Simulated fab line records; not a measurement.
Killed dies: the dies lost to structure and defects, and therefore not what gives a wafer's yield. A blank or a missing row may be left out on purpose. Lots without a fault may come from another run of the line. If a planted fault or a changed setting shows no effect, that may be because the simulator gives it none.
Chamber matching / flow n5_finfet / 4 sister chambers for N5_BEOL_M9_ETCH_76 on rie_diel-05
The step etches underlayer in N2/H2, target depth 6.5 nm, time 5.2 s. 4 wafers are shown with their chamber, then 11 later ones without.

WAFERS PAIRED WITH THEIR CHAMBERS
wafer=L087.1; chamber=0; throttle_valve_pct (%)=18.28
wafer=L087.3; chamber=3; throttle_valve_pct (%)=17.41
wafer=L087.6; chamber=2; throttle_valve_pct (%)=18.21
wafer=L086.1; chamber=1; throttle_valve_pct (%)=17.85

WAFERS WITH NO CHAMBER GIVEN
wafer=L086.4; throttle_valve_pct (%)=18.29
wafer=L086.5; throttle_valve_pct (%)=17.84
wafer=L095.2; throttle_valve_pct (%)=17.43
wafer=L095.3; throttle_valve_pct (%)=18.23
wafer=L095.6; throttle_valve_pct (%)=17.44
wafer=L094.2; throttle_valve_pct (%)=18.26
wafer=L094.4; throttle_valve_pct (%)=17.85
wafer=L094.5; throttle_valve_pct (%)=18.24
wafer=L096.3; throttle_valve_pct (%)=18.30
wafer=L096.4; throttle_valve_pct (%)=17.47
wafer=L096.6; throttle_valve_pct (%)=17.87

WHICH CHAMBER EACH ONE RAN IN
wafer=L086.4; from the rows above=0; in truth=0
wafer=L086.5; from the rows above=1; in truth=1
wafer=L095.2; from the rows above=3; in truth=3
wafer=L095.3; from the rows above=can't be placed: 2 or 0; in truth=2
wafer=L095.6; from the rows above=3; in truth=3
wafer=L094.2; from the rows above=can't be placed: 0 or 2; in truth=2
wafer=L094.4; from the rows above=1; in truth=1
wafer=L094.5; from the rows above=can't be placed: 2 or 0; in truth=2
wafer=L096.3; from the rows above=0; in truth=0
wafer=L096.4; from the rows above=3; in truth=3
wafer=L096.6; from the rows above=1; in truth=1
Correctly placed: 8 of 11. Unplaceable from these rows: 3, with the true chamber sitting among the candidates in 3. 0 placed wrongly.
How it was worked out, from the rows above alone: a wafer's distance from a chamber is the root of the sum, over the readings, of the square of ((its reading less the chamber's mean) divided by the reading's scatter). If the next closest chamber is less than 2 further off than the closest, the wafer can't be placed; otherwise it belongs to the closest. Each chamber's mean is taken over the wafers shown for it. The scatter: root of mean squared gap, hidden wafer to nearest shown wafer, with one shown wafer a chamber.
